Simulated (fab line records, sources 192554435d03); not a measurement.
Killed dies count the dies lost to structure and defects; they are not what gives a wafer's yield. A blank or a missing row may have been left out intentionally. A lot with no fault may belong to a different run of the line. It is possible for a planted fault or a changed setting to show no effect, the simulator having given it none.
Lot-split experiment    flow n5-finfet    21 wafers read across 7 lots, on a route 1938 steps long

## ON THE SPLIT
At N5_MOL_CONTACT_COAG_ALD_123 (deposits SiNx, target thk 5 nm, pulse time 1 s, purge time 2 s), the setting ald-cycles was moved away from the recipe's 100 on 4 of the 21 wafers read, by -7.0% to +9.0%. This setting was run at the recipe's value on the other wafers.

## FROM THE SPLIT TO THE READING: what the file shows between them, 13 steps
- N5_MOL_CONTACT_COAG_COAT_76: time 60 s, resist thk 10 nm (also split here: spin-rpm)
- N5_MOL_CONTACT_COAG_COAT_77: time 60 s, resist thk 10 nm
- N5_MOL_CONTACT_COAG_COAT_78: resist thk 40 nm
- N5_MOL_CONTACT_COAG_DESCUM_88: chemistry O2, time 7 s
- N5_MOL_CONTACT_COAG_ETCH_89: etches underlayer in N2/H2, target depth 13 nm, time 10.4 s
- N5_MOL_CONTACT_COAG_ETCH_90: etches SiARC in CF4, target depth 13 nm, time 21.7 s
- N5_MOL_CONTACT_COAG_ALD_131: deposits SiO2, target thk 5 nm, pulse time 1 s, co reactant pulse time 1 s
- N5_MOL_CONTACT_COAG_ETCHBACK_132: etches SiO2 in CHF3, target depth 10 nm, time 6.7 s
- N5_MOL_CONTACT_COAG_ETCH_91: etches SOC in N2/H2, target depth 60 nm, overetch 21 nm, time 101.2 s
- N5_MOL_CONTACT_COAG_STRIP_92: strips in N2/H2
- N5_MOL_CONTACT_COAG_STRIP_93: strips in N2/H2
- N5_MOL_CONTACT_COAG_STRIP_120: strips in CHF3
- N5_MOL_CONTACT_COAG_VIA_ETCH_117: etches SiO2 in C4F6/O2, target depth 40 nm, overetch 8 nm, time 26 s

## THE READING
etch.depth-nm (the simulator's own value, which no gauge read), in nm, at N5_MOL_CONTACT_COAG_ETCH_124 (etches SiNx in CH3F/O2, stops on SiOC, target depth 6.5 nm). The file does not state a usual value for it. Average 4.998 nm, standard deviation 0.021 nm, over the 17 wafers here run with the recipe.

wafer   tool, chamber at the split  ald-cycles as run  against the recipe  etch.depth-nm, nm  against lot-mates on the recipe
L079.1  ald-sin-04, 3,2,3           100                recipe              4.962              -
L079.2  ald-sin-04, 3,2,3           100                recipe              4.976              -
L079.5  ald-sin-04, 3,2,3           100                recipe              4.968              -
L081.1  ald-sin-02, 1,0,3           100                recipe              5.004              -
L081.4  ald-sin-02, 1,0,3           100                recipe              4.974              -
L081.5  ald-sin-02, 1,0,3           100                recipe              4.965              -
L082.2  ald-sin-01, 2,1,1           100                recipe              4.997              -
L082.4  ald-sin-01, 2,1,1           100                recipe              5.027              -
L082.5  ald-sin-01, 2,1,1           100                recipe              5.022              -
L086.1  ald-sin-02, 0,2,3           100                recipe              4.989              -
L086.5  ald-sin-02, 0,2,3           100                recipe              5.002              -
L086.6  ald-sin-02, 0,2,3           100                recipe              5.016              -
L087.1  ald-sin-01, 0,1,2           100                recipe              5.01               -
L087.2  ald-sin-01, 0,1,2           100                recipe              5.012              -
L087.5  ald-sin-01, 0,1,2           100                recipe              5.012              -
L090.1  ald-sin-01, 1               109                +9.0%               5.472              +0.450
L090.5  ald-sin-01, 1               109                +9.0%               5.468              +0.446
L090.6  ald-sin-01, 0               100                recipe              5.022              -
L096.2  ald-sin-02, 3,0             93                 -7.0%               4.651              -0.355
L096.5  ald-sin-02, 1               100                recipe              5.006              -
L096.6  ald-sin-02, 3,0             93                 -7.0%               4.654              -0.352
Rows listing several chambers each stand for several wafers; the file does not say which wafer went through which chamber.

FIT RESULTS
A straight line over all 21 wafers: etch.depth-nm changes by +0.0512 nm for each +1% of ald-cycles; r = +0.99; the points scatter about the line by 0.02 nm.
The same after taking each lot's own level away (the mean of its wafers on the recipe; 21 wafers): +0.0501 nm for each +1%; r = +1.00; scatter 0.0099 nm.
According to that fit, moving ald-cycles by its largest amount changes the reading by 0.45 nm.
From 4.9687 to 5.0220 nm: that is the span of the lots' own levels, equal to 2.6 times the standard deviation above.
The two slopes are in agreement: the lot-to-lot level therefore moves the slope only a little.
Check: for one of the wafers moved furthest among these (+9.0%), held out of the fit, the line's prediction against its lot-mates is +0.45 nm. Against them it came out at +0.45 nm.

## THESE WAFERS: OTHER SPLITS
Other splits were also applied to these wafers ahead of the reading. Each is held against what the fit with the lots' levels taken away leaves over:
other split on the same wafers        wafers away from the commonest value  r with etch.depth-nm (lot level and that fit taken away)
N5_GATE_CUT_EXPOSE_10 dose-mj         10                                    +0.10
N5_MOL_CONTACT_COAG_COAT_76 spin-rpm  6                                     -0.30

## THE WHOLE CHAIN: every reading that the file lists as answering this split, in the file's order
step                          what it does                                                    reading                                                                                   change (the file's fit)                 r (the file's)
N5_MOL_CONTACT_COAG_ALD_123   deposits SiNx, target thk 5 nm, pulse time 1 s, purge time 2 s  SiNx_of_MOL_CONTACT_COAG_ALD_123.thk-nm (the simulator's own value, which no gauge read)  +0.0492 nm for each +1% of the setting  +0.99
N5_MOL_CONTACT_COAG_ETCH_124  etches SiNx in CH3F/O2, stops on SiOC, target depth 6.5 nm      etch.depth-nm (the simulator's own value, which no gauge read)                            +0.0501 nm for each +1% of the setting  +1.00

## THE FILE'S OWN FIT
etch.depth-nm changes by +0.0501 nm for each +1% of ald-cycles, r = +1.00.
